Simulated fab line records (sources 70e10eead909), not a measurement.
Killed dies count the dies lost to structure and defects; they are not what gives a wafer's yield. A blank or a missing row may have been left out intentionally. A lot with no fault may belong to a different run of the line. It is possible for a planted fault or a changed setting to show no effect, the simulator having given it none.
fab line records ; flow nand-harc
record: lots: 15; wafers: 42; last-day: 27
route steps=1159 shown A_ONON_D1@433 A_CHANNEL_HOLE_D1@464 END@1159
lots that met no fault: taken from a fault-free run of the same line
start-h: hours from the record's opening day to when the first of the lot's shown wafers began ; wait-h: hours since the lot's step before ; " same as the row above ; L1.1+2: a row that stands for several wafers ; - no value, or no start was given ; * or withheld: withheld ; < > ~ a bound
route shown NAME@n: NAME is a module with steps in the file, n the number in the route of the first one ; usual: mean/standard deviation of fault-free wafers ; same: alike in all rows ; chamber/n: place in a boat ; sites: each site's reading ; _std_site: the standard deviation of these ; _edge_site: outer sites' mean less inner sites' ; radius-mm: how far each site lies from the wafer's centre ; mask NAME#n: copy n ; behind: the most recent tool/chamber to have shaped the wafer ; hold: reason for holding the lot/hours on hold/outcome of the hold ; device: whichever transistor did not switch (one of n, p or np) ; end of line: the tests these same wafers got at the end of their route ; step lacking rows: just its recipe ; killed: count of dies lost to structure and defects at first sort (not the wafer's yield) ; map: per-die view of a wafer (x killed, . not killed, _ where there is no die)
set.NAME: the setting that was run; set.NAME@STEP: the one run at that earlier step ; model.NAME: the simulator's own value behind a step, which no gauge read
one table for each step of the route and one row for each wafer, over a sample of lots
services: from which hour (start-h, from the record's first day; less than 0 if before it) a tool's chamber was out of use, for how many hours, and why
== steps ==
step: NHARC_A_ONON_D1_THK_MEAS_14
recipe: thk-meas-gauge: ellipsometry
usual: thk-nm: 997/8.6
lot.wafer;tool;chamber;start-h;wait-h;thk-nm
L632.2;film-metro-01;-;170.68;-;993
L632.3;film-metro-01;-;170.68;-;995
L632.6;film-metro-01;-;170.68;-;996
L633.1;film-metro-02;-;170.71;-;1007
L633.3;film-metro-02;-;170.71;-;1009
L633.4;film-metro-02;-;170.71;-;1005
L634.1;film-metro-02;-;170.79;-;994
L634.4;film-metro-02;-;170.79;-;997
L634.6;film-metro-02;-;170.79;-;995
L635.1;film-metro-01;-;180.68;-;1011
L635.4;film-metro-01;-;180.68;-;1010
L635.5;film-metro-01;-;180.68;-;1012
L636.4;film-metro-02;-;187.31;-;992
L636.5;film-metro-02;-;187.31;-;992
L636.6;film-metro-02;-;187.31;-;994
L639.2;film-metro-02;-;202.26;-;997
L639.4;film-metro-02;-;202.26;-;995
L639.6;film-metro-02;-;202.26;-;997
L640.3;film-metro-02;-;216.78;-;985
L640.5;film-metro-02;-;216.78;-;986
L640.6;film-metro-02;-;216.78;-;986
L642.4;film-metro-01;-;236.84;-;986
L642.5;film-metro-01;-;236.84;-;987
L645.5;film-metro-01;-;236.93;-;1001
L645.6;film-metro-01;-;236.93;-;1003
L644.4;film-metro-02;-;251.87;-;997
L644.5;film-metro-02;-;251.87;-;996
L648.1;film-metro-02;-;268.08;-;985
L648.3;film-metro-02;-;268.08;-;984
L648.4;film-metro-02;-;268.08;-;985
L649.2;film-metro-01;-;268.31;-;994
L649.5;film-metro-01;-;268.31;-;995
L649.6;film-metro-01;-;268.31;-;994
L651.1;film-metro-01;-;275.25;-;998
L651.5;film-metro-01;-;275.25;-;997
L651.6;film-metro-01;-;275.25;-;996
L653.2;film-metro-01;-;284.63;-;1004
L653.5;film-metro-01;-;284.63;-;1003
L653.6;film-metro-01;-;284.63;-;1002
L654.3;film-metro-02;-;303.52;-;1019
L654.4;film-metro-02;-;303.52;-;1019
L654.6;film-metro-02;-;303.52;-;1022
step: NHARC_A_ONON_D1_DEP_28
recipe: target-thk-a: 10000; n2-flow-sccm: 2750; n2o-flow-sccm: 2000; nh3-flow-sccm: 500; sih4-flow-sccm: 210; temp-c: 400
usual: susceptor-temp-C: 399.96/0.25
lot.wafer;tool;chamber;start-h;wait-h;susceptor-temp-C
L634.1;pecvd-onon-02;0;179.63;0.1;399.68
L634.4;pecvd-onon-02;0;179.63;0.1;400.03
L634.6;pecvd-onon-02;0;179.63;0.1;399.65
L632.2;pecvd-onon-03;0;179.81;0.1;399.93
L632.3;pecvd-onon-03;0;179.81;0.1;400.65
L632.6;pecvd-onon-03;0;179.81;0.1;400.29
L633.1;pecvd-onon-04;0;179.97;0.1;399.61
L633.3;pecvd-onon-04;0;179.97;0.1;400.13
L633.4;pecvd-onon-04;0;179.97;0.1;399.59
L635.1;pecvd-onon-03;0;189.61;0.1;399.90
L635.4;pecvd-onon-03;0;189.61;0.1;399.69
L635.5;pecvd-onon-03;0;189.61;0.1;400.35
L636.4;pecvd-onon-02;0;196.74;0.2;399.67
L636.5;pecvd-onon-02;0;196.74;0.2;399.55
L636.6;pecvd-onon-02;0;196.74;0.2;399.81
L639.2;pecvd-onon-04;0;212.19;0.1;399.71
L639.4;pecvd-onon-04;0;212.19;0.1;399.97
L639.6;pecvd-onon-04;0;212.19;0.1;400.31
L640.3;pecvd-onon-04;0;227.16;0.2;399.89
L640.5;pecvd-onon-04;0;227.16;0.2;399.63
L640.6;pecvd-onon-04;0;227.16;0.2;399.87
L645.5;pecvd-onon-03;0;245.95;0.3;399.63
L645.6;pecvd-onon-03;0;245.95;0.3;400.19
L642.4;pecvd-onon-03;0;246.25;0.2;399.84
L642.5;pecvd-onon-03;0;246.25;0.2;400.20
L644.4;pecvd-onon-03;0;260.91;0.2;400.38
L644.5;pecvd-onon-03;0;260.91;0.2;400.61
L648.1;pecvd-onon-04;0;279.48;0.1;399.75
L648.3;pecvd-onon-04;0;279.48;0.1;399.71
L648.4;pecvd-onon-04;0;279.48;0.1;399.39
L649.2;pecvd-onon-02;0;279.56;0.1;399.63
L649.5;pecvd-onon-02;0;279.56;0.1;400.31
L649.6;pecvd-onon-02;0;279.56;0.1;399.74
L651.1;pecvd-onon-04;0;286.36;0.1;399.89
L651.5;pecvd-onon-04;0;286.36;0.1;400.06
L651.6;pecvd-onon-04;0;286.36;0.1;400.03
L653.2;pecvd-onon-04;0;293.53;0.1;399.95
L653.5;pecvd-onon-04;0;293.53;0.1;399.80
L653.6;pecvd-onon-04;0;293.53;0.1;399.67
L654.3;pecvd-onon-04;0;312.50;0.2;400.09
L654.4;pecvd-onon-04;0;312.50;0.2;399.99
L654.6;pecvd-onon-04;0;312.50;0.2;400.21
step: NHARC_A_ONON_D1_THK_MEAS_30
recipe: thk-meas-gauge: ellipsometry
usual: thk-nm: 999/9.5
lot.wafer;tool;chamber;start-h;wait-h;thk-nm
L634.1;film-metro-02;-;180.14;-;999
L634.4;film-metro-02;-;180.14;-;997
L634.6;film-metro-02;-;180.14;-;997
L632.2;film-metro-01;-;180.27;-;1013
L632.3;film-metro-01;-;180.27;-;1012
L632.6;film-metro-01;-;180.27;-;1014
L633.1;film-metro-02;-;180.47;-;1007
L633.3;film-metro-02;-;180.47;-;1007
L633.4;film-metro-02;-;180.47;-;1007
L635.1;film-metro-02;-;190.12;-;996
L635.4;film-metro-02;-;190.12;-;996
L635.5;film-metro-02;-;190.12;-;996
L636.4;film-metro-01;-;197.08;-;1005
L636.5;film-metro-01;-;197.08;-;1007
L636.6;film-metro-01;-;197.08;-;1008
L639.2;film-metro-02;-;212.65;-;990
L639.4;film-metro-02;-;212.65;-;992
L639.6;film-metro-02;-;212.65;-;990
L640.3;film-metro-01;-;227.56;-;996
L640.5;film-metro-01;-;227.56;-;998
L640.6;film-metro-01;-;227.56;-;997
L645.5;film-metro-01;-;246.23;-;633
L645.6;film-metro-01;-;246.23;-;633
L642.4;film-metro-01;-;246.59;-;1011
L642.5;film-metro-01;-;246.59;-;629
L644.4;film-metro-02;-;261.25;-;1005
L644.5;film-metro-02;-;261.25;-;623
L648.1;film-metro-01;-;279.98;-;1005
L648.3;film-metro-01;-;279.98;-;1003
L648.4;film-metro-01;-;279.98;-;1006
L649.2;film-metro-02;-;280.02;-;989
L649.5;film-metro-02;-;280.02;-;987
L649.6;film-metro-02;-;280.02;-;986
L651.1;film-metro-01;-;286.87;-;1009
L651.5;film-metro-01;-;286.87;-;1008
L651.6;film-metro-01;-;286.87;-;1008
L653.2;film-metro-02;-;293.98;-;997
L653.5;film-metro-02;-;293.98;-;996
L653.6;film-metro-02;-;293.98;-;996
L654.3;film-metro-02;-;312.89;-;1005
L654.4;film-metro-02;-;312.89;-;1005
L654.6;film-metro-02;-;312.89;-;1005
step: NHARC_A_CHANNEL_HOLE_D1_INSPECT_12
usual: raw-defect-count: 5.1/2.6
lot.wafer;tool;chamber;start-h;wait-h;raw-defect-count
L634.1;defect-inspect-02;-;185.25;0.0;2
L634.4;defect-inspect-02;-;185.25;0.0;1
L634.6;defect-inspect-02;-;185.25;0.0;5
L632.2;defect-inspect-02;-;185.73;0.0;0
L632.3;defect-inspect-02;-;185.73;0.0;4
L632.6;defect-inspect-02;-;185.73;0.0;8
L633.1;defect-inspect-01;-;186.58;0.0;6
L633.3;defect-inspect-01;-;186.58;0.0;6
L633.4;defect-inspect-01;-;186.58;0.0;9
L635.1;defect-inspect-01;-;194.02;0.0;3
L635.4;defect-inspect-01;-;194.02;0.0;7
L635.5;defect-inspect-01;-;194.02;0.0;8
L636.4;defect-inspect-02;-;200.65;0.0;2
L636.5;defect-inspect-02;-;200.65;0.0;5
L636.6;defect-inspect-02;-;200.65;0.0;2
L639.2;defect-inspect-02;-;216.87;0.0;4
L639.4;defect-inspect-02;-;216.87;0.0;2
L639.6;defect-inspect-02;-;216.87;0.0;4
L640.3;defect-inspect-01;-;232.35;0.0;1
L640.5;defect-inspect-01;-;232.35;0.0;3
L640.6;defect-inspect-01;-;232.35;0.0;5
L642.4;defect-inspect-01;-;251.25;0.0;6
L644.4;defect-inspect-02;-;264.54;0.0;11
L648.1;defect-inspect-01;-;283.32;0.0;4
L648.3;defect-inspect-01;-;283.32;0.0;2
L648.4;defect-inspect-01;-;283.32;0.0;8
L649.2;defect-inspect-02;-;283.47;0.0;10
L649.5;defect-inspect-02;-;283.47;0.0;3
L649.6;defect-inspect-02;-;283.47;0.0;2
L651.1;defect-inspect-02;-;290.15;0.0;4
L651.5;defect-inspect-02;-;290.15;0.0;8
L651.6;defect-inspect-02;-;290.15;0.0;2
L653.2;defect-inspect-02;-;298.36;0.0;4
L653.5;defect-inspect-02;-;298.36;0.0;7
L653.6;defect-inspect-02;-;298.36;0.0;3
L654.3;defect-inspect-01;-;316.80;0.0;3
L654.4;defect-inspect-01;-;316.80;0.0;5
L654.6;defect-inspect-01;-;316.80;0.0;4
step: NHARC_A_CHANNEL_HOLE_D1_ETCH_34
recipe: target-depth-a: 1540; time-s: 77; cf4-flow-sccm: 100; chf3-flow-sccm: 30; ar-flow-sccm: 0; rf-w: 500; bias-w: 200; chemistry: CF4/CHF3
usual: cf4-flow-sccm: 100.0/0.32; drypump-motor-current-A: 5.7/0.46; oes-product-au: 0.950/0.024; rf-vpp-V: 370.5/2; showerhead-plenum-p-Torr: 1.57/0.057; throttle-valve-pct: 16.802/0.0093
lot.wafer;tool;chamber;start-h;wait-h;cf4-flow-sccm;drypump-motor-current-A;oes-product-au;rf-hours-counter-h;rf-vpp-V;showerhead-plenum-p-Torr;throttle-valve-pct
L634.1;rie-diel-01;1;-;-;99.8;5.2;0.958;3;367.6;1.48;16.817
L634.4;rie-diel-01;2;-;-;99.8;5.7;0.953;3;372.7;1.61;16.788
L634.6;rie-diel-01;0;-;-;99.7;6.3;0.975;-;370.2;1.58;16.807
L632.2;rie-diel-10;3;-;-;100.0;6.5;0.973;0;369.7;1.52;16.790
L632.3;rie-diel-10;0;-;-;100.0;6.1;0.961;0;372.7;1.64;16.825
L632.6;rie-diel-10;1;-;-;99.5;5.3;0.977;-;370.8;1.58;16.816
L633.4;rie-diel-12;1;-;-;99.8;5.7;0.910;9;368.6;1.50;16.811
L633.3;rie-diel-12;2;-;-;100.2;5.4;0.910;8;373.5;1.66;16.802
L633.1;rie-diel-12;3;-;-;100.6;5.1;0.928;8;369.5;1.54;16.802
L635.4;rie-diel-12;1;-;-;99.7;5.7;0.920;9;369.0;1.50;16.803
L635.1;rie-diel-12;0;-;-;100.0;5.3;0.914;10;371.0;1.60;16.790
L635.5;rie-diel-12;2;-;-;99.9;5.4;0.922;-;373.1;1.66;16.810
L636.4;rie-diel-10;0;-;-;100.2;6.1;0.951;2;373.8;1.64;16.807
L636.5;rie-diel-10;0;-;-;99.9;6.1;0.967;-;373.9;1.64;16.824
L636.6;rie-diel-10;1;-;-;100.4;5.3;0.981;-;372.2;1.58;16.784
L639.2;rie-diel-10;3;-;-;99.8;6.6;0.960;3;369.0;1.52;16.799
L639.4;rie-diel-10;1;-;-;99.7;5.3;0.965;2;371.3;1.58;16.800
L639.6;rie-diel-10;3;-;-;100.0;6.5;0.953;-;367.3;1.52;16.798
L640.3;rie-diel-01;2;-;-;99.9;5.7;0.933;6;372.6;1.61;16.813
L640.5;rie-diel-01;1;-;-;99.9;5.2;0.934;-;366.7;1.48;16.785
L640.6;rie-diel-01;2;-;-;100.0;5.7;0.927;-;372.1;1.61;16.793
L642.4;rie-diel-01;1;-;-;100.0;5.2;0.929;10;368.2;1.48;16.801
L644.4;rie-diel-01;2;-;-;99.4;5.7;0.980;9;371.3;1.61;16.806
L648.3;rie-diel-01;2;-;-;100.0;5.7;0.936;10;372.0;1.61;16.820
L648.1;rie-diel-01;3;-;-;100.1;5.5;0.989;9;373.7;1.62;16.793
L648.4;rie-diel-01;0;-;-;100.8;6.3;0.929;12;369.5;1.57;16.799
L649.2;rie-diel-12;1;-;-;100.2;5.7;0.941;3;369.0;1.49;16.795
L649.5;rie-diel-12;0;-;-;99.6;5.3;0.929;-;372.1;1.60;16.787
L649.6;rie-diel-12;1;-;-;100.1;5.7;0.927;-;368.8;1.49;16.804
L651.1;rie-diel-12;3;-;-;100.4;5.1;0.964;4;370.1;1.54;16.804
L651.5;rie-diel-12;1;-;-;100.1;5.7;0.975;-;369.4;1.49;16.797
L651.6;rie-diel-12;2;-;-;100.1;5.4;0.963;-;372.6;1.66;16.803
L653.2;rie-diel-01;3;-;-;100.4;5.5;0.927;10;371.9;1.62;16.807
L653.6;rie-diel-01;2;-;-;99.5;5.7;0.934;-;372.0;1.61;16.811
L653.5;rie-diel-01;3;-;-;99.8;5.5;0.934;-;373.4;1.62;16.787
L654.4;rie-diel-12;0;-;-;99.9;5.3;0.977;6;371.5;1.60;16.807
L654.3;rie-diel-12;2;-;-;100.6;5.4;0.959;5;374.5;1.66;16.803
L654.6;rie-diel-12;0;-;-;99.8;5.3;0.977;-;371.5;1.60;16.807
step: NHARC_END_SORT_01
recipe: temp-c: 25
usual: killed-at-array: 28/11; killed-at-other: 0.9/1.2; killed-at-periphery: 2.6/2.1; killed-dies: 31/11; killed-open: 3.1/1.7; killed-short: 1.9/1.3
same: gross-dies: 677
lot.wafer;tool;chamber;start-h;wait-h;killed-at-array;killed-at-other;killed-at-periphery;killed-dies;killed-open;killed-short
L644.4;prober-01;0;603.90;3.4;33;5;4;42;5;4
L644.5;prober-01;0;604.71;3.7;672;1;4;677;2;0
killed by level:class
L644.4 A_CHANNEL_HOLE_D1:chamber-film-flake=18 A_M1:chamber-film-flake=6 A_WL_FILL:geometric-particle:short=3 THIN_TSV:chamber-film-flake=3 A_ONON_D1:geometric-particle:open=2 P_M1:chamber-film-flake=2 A_STAIRCASE:chamber-film-flake=2 P_STI:geometric-particle:open=1
L644.5 A_ONON_D1:area-dep=645 A_CHANNEL_HOLE_D1:chamber-film-flake=18 P_M1:chamber-film-flake=3 A_M1:chamber-film-flake=3 A_CONTACT:chamber-film-flake=2 A_SGD_CUT:geometric-particle:open=1 A_WL_FILL:geometric-particle:open=1 P_ZERO_WELL:chamber-film-flake=1
== services ==
tool;chamber;start-h;hours;kind
rie-diel-12;0;156.90;-;clean
rie-diel-12;1;156.90;-;clean
rie-diel-12;2;156.90;-;clean
rie-diel-12;3;156.90;-;clean
rie-diel-10;1;159.47;15.9;repair
rie-diel-10;-;167.33;1.5;repair
rie-diel-12;1;175.73;6.7;repair
rie-diel-10;-;176.50;9.0;pm
rie-diel-12;0;181.40;-;clean
rie-diel-12;2;181.40;-;clean
rie-diel-12;3;181.40;-;clean
rie-diel-01;3;200.75;34.3;repair
rie-diel-01;2;202.18;19.0;repair
rie-diel-12;-;202.40;9.0;pm
rie-diel-12;0;202.40;9.0;vent-cycle
rie-diel-12;1;202.40;9.0;vent-cycle
rie-diel-12;2;202.40;9.0;vent-cycle
rie-diel-12;3;202.40;9.0;vent-cycle
rie-diel-12;0;211.40;-;clean
rie-diel-12;1;211.40;-;clean
pecvd-onon-04;-;237.00;13.0;pm
rie-diel-12;-;254.35;0.8;repair
pecvd-onon-02;-;292.13;13.0;pm
rie-diel-01;-;314.83;9.0;pm
== key ==
first-sign: step: NHARC_A_ONON_D1_THK_MEAS_30; reading: thk-nm; direction: down; sigmas: 39; usual: 999; struck: 629
effect: step: NHARC_END_SORT_01; reading: killed-at-array; direction: up; sigmas: 60; usual: 28; struck: 672
more-kills-born-at: NHARC_A_ONON_D1_DEP_28@pecvd-onon-03: 645
met-at NHARC_A_ONON_D1_DEP_28
struck-lots L642,L644,L645
struck-wafers L642.5,L644.5,L645.5,L645.6
later-rows-left-out L642.5,L644.5,L645.5,L645.6
sort-left-out L642.5,L645.5,L645.6
tester-left-out L642,L644,L645
not-acting-at NHARC_A_ONON_D1_THK_MEAS_14,NHARC_A_CHANNEL_HOLE_D1_INSPECT_12,NHARC_A_CHANNEL_HOLE_D1_ETCH_34
onset-between 189.61 245.95
fault: kind: process-parameter-drift; tool: pecvd-onon-03; chamber: -; onset-h: 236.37; steps: NHARC_A_ONON_D1_DEP_28; channel: target-thk-a; offset: *; shape: step; end-h: 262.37; scope: struck-wafers-only; acts-in: *; stated: *
tester-left-out: of these lots the tester's yield and bins aren't shown, on N5 and GAA mostly nor the transistor test; their killed dies are dies lost to structure and defects alone, not to doping, threshold or leakage, so they don't give the yield
sort-left-out: the simulated sort isn't trusted on such a fault, so these wafers' sort isn't shown, and their yield isn't known
later-rows-left-out: the simulator's readings of these wafers behind a module that went badly wrong aren't trusted and aren't shown, but for the sort
